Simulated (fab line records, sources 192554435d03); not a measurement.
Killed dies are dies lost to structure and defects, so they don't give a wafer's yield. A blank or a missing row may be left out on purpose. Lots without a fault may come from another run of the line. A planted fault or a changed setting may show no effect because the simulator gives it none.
Chamber matching | flow n5_finfet | N5_HKMG_FIN_ETCH_58 on rie_diel-03: 4 sister chambers
The step etches SOC in N2/H2, target depth 215.8 nm, time 741 s. 4 wafers are shown with their chamber, then 8 later ones without.

WAFERS WITH THEIR CHAMBER
wafer  | chamber | drypump_motor_current_A (A)
L083.5 | 3       | 6.5
L087.1 | 0       | 5.2
L087.5 | 1       | 5.4
L090.1 | 2       | 4.7

WAFERS WITHOUT THEIR CHAMBER
wafer  | drypump_motor_current_A (A)
L090.4 | 5.2
L090.5 | 6.4
L093.1 | 5.2
L093.2 | 6.4
L093.6 | 5.2
L094.3 | 5.2
L094.4 | 5.4
L094.6 | 5.2

WHICH CHAMBER EACH WENT THROUGH
wafer  | from the rows above | in truth
L090.4 | 0                   | 0
L090.5 | 3                   | 3
L093.1 | 0                   | 0
L093.2 | 3                   | 3
L093.6 | 0                   | 0
L094.3 | 0                   | 0
L094.4 | 1                   | 1
L094.6 | 0                   | 0
Placed correctly: 8 of 8. Can't be placed from these rows: 0. Placed wrongly: 0.
How it was worked out, from the rows above alone: a wafer's distance from a chamber is the root of the sum, over the readings, of the square of ((its reading less the chamber's mean) divided by the reading's scatter). The wafer belongs to the nearest chamber; if the next one is less than 2 further off, it can't be placed. A chamber's mean is the mean of its shown wafers. The scatter: with one shown wafer a chamber, the root of the mean of the squares of how far each hidden wafer lies from its nearest shown one.
